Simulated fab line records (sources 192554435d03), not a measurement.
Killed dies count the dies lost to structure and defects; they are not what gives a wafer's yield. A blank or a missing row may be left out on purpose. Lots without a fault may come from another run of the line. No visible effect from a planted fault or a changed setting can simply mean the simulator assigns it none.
Lot-split experiment + flow n5Finfet + route with 1938 steps; 7 lots, 21 wafers read

## THE SPLIT
At N5_MOL_CONTACT_COAG_ALD_27 (deposits SiOC, target thk 17 nm, pulse time 1.5 s, time 2720 s), the setting aldCycles was moved away from the recipe's 340 on 8 of the 21 wafers read, by -13.2% to +12.9%. The other wafers ran this setting at the recipe's value.

The reading comes from the split's own step.

## THE READING
SiOC_of_MOL_CONTACT_COAG_ALD_27.thkNm (the simulator's own value, which no gauge read), in nm, at N5_MOL_CONTACT_COAG_ALD_27 (deposits SiOC, target thk 17 nm, pulse time 1.5 s, time 2720 s). No usual value for it is given in the file. Across the 13 wafers here that went through the recipe, the average is 17.0 nm and the standard deviation 0.11 nm.

| wafer  | tool, chamber at the split | aldCycles as run | against the recipe | SiOC_of_MOL_CONTACT_COAG_ALD_27.thkNm, nm | against lot-mates on the recipe |
|--------|----------------------------|------------------|--------------------|-------------------------------------------|---------------------------------|
| L075.1 | aldSin-02, 2               | 340              | recipe             | 17.2                                      | -                               |
| L075.4 | aldSin-02, 0               | 340              | recipe             | 17                                        | -                               |
| L075.6 | aldSin-02, 0               | 340              | recipe             | 17                                        | -                               |
| L076.1 | aldSin-03, 0,3             | 340              | recipe             | 17                                        | -                               |
| L076.6 | aldSin-03, 0,3             | 340              | recipe             | 17                                        | -                               |
| L076.4 | aldSin-03, 2               | 369              | +8.5%              | 18.4                                      | +1.4                            |
| L077.2 | aldSin-01, 2,3             | 340              | recipe             | 17                                        | -                               |
| L077.3 | aldSin-01, 2,3             | 340              | recipe             | 17                                        | -                               |
| L077.4 | aldSin-01, 0               | 340              | recipe             | 16.8                                      | -                               |
| L078.1 | aldSin-02, 1               | 384              | +12.9%             | 19.2                                      | +2.0                            |
| L078.6 | aldSin-02, 1               | 384              | +12.9%             | 19.2                                      | +2.0                            |
| L078.4 | aldSin-02, 2               | 340              | recipe             | 17.2                                      | -                               |
| L079.1 | aldSin-02, 0               | 355              | +4.4%              | 17.6                                      | +0.6                            |
| L079.3 | aldSin-02, 3               | 340              | recipe             | 17                                        | -                               |
| L079.4 | aldSin-02, 1               | 355              | +4.4%              | 17.8                                      | +0.8                            |
| L080.1 | aldSin-02, 0               | 379              | +11.5%             | 19                                        | +2.0                            |
| L080.6 | aldSin-02, 0               | 379              | +11.5%             | 19                                        | +2.0                            |
| L080.4 | aldSin-02, 1               | 340              | recipe             | 17                                        | -                               |
| L094.4 | aldSin-03, 2               | 340              | recipe             | 17                                        | -                               |
| L094.5 | aldSin-03, 2               | 340              | recipe             | 17.2                                      | -                               |
| L094.6 | aldSin-03, 1               | 295              | -13.2%             | 14.8                                      | -2.3                            |
The file does not say which wafer passed through which chamber wherever a row lists several chambers: such a row stands for several wafers.

THE FIT
A straight line over all 21 wafers: SiOC_of_MOL_CONTACT_COAG_ALD_27.thkNm changes by +0.168 nm for each +1% of aldCycles; r = +1.00; the points scatter about the line by 0.099 nm.
The same after taking each lot's own level away (the mean of its wafers on the recipe; 21 wafers): +0.166 nm for each +1%; r = +1.00; scatter 0.093 nm.
That fit puts the effect of the largest move of aldCycles on the reading at 2.2 nm.
The lots' own levels span 16.93 to 17.20 nm, that is 2.5 times the standard deviation above.
The two slopes are in agreement: the lot-to-lot level therefore moves the slope only a little.
Check: with one of the wafers moved furthest among these (-13.2%) left out of the fit, the line predicts -2.16 nm for it against its lot-mates. Against them it came out at -2.3 nm.

## OTHER SPLITS ON THESE WAFERS
Note: prior to the reading, these wafers also went through further splits. Each is held against what the fit with the lots' levels taken away leaves over:
| other split on the same wafers  | wafers away from the commonest value | r with SiOC_of_MOL_CONTACT_COAG_ALD_27.thkNm (lot level and that fit taken away) |
|---------------------------------|--------------------------------------|----------------------------------------------------------------------------------|
| N5_HKMG_FIN_ETCH_31 biasW       | 3                                    | +0.25                                                                            |
| N5_GATE_CUT_DESCUM_18 timeS     | 7                                    | -0.23                                                                            |
| N5_GATE_CUT_ETCH_36 cf4FlowSccm | 9                                    | -0.30                                                                            |

## THE FILE'S OWN FIT
SiOC_of_MOL_CONTACT_COAG_ALD_27.thkNm changes by +0.166 nm for each +1% of aldCycles, r = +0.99.
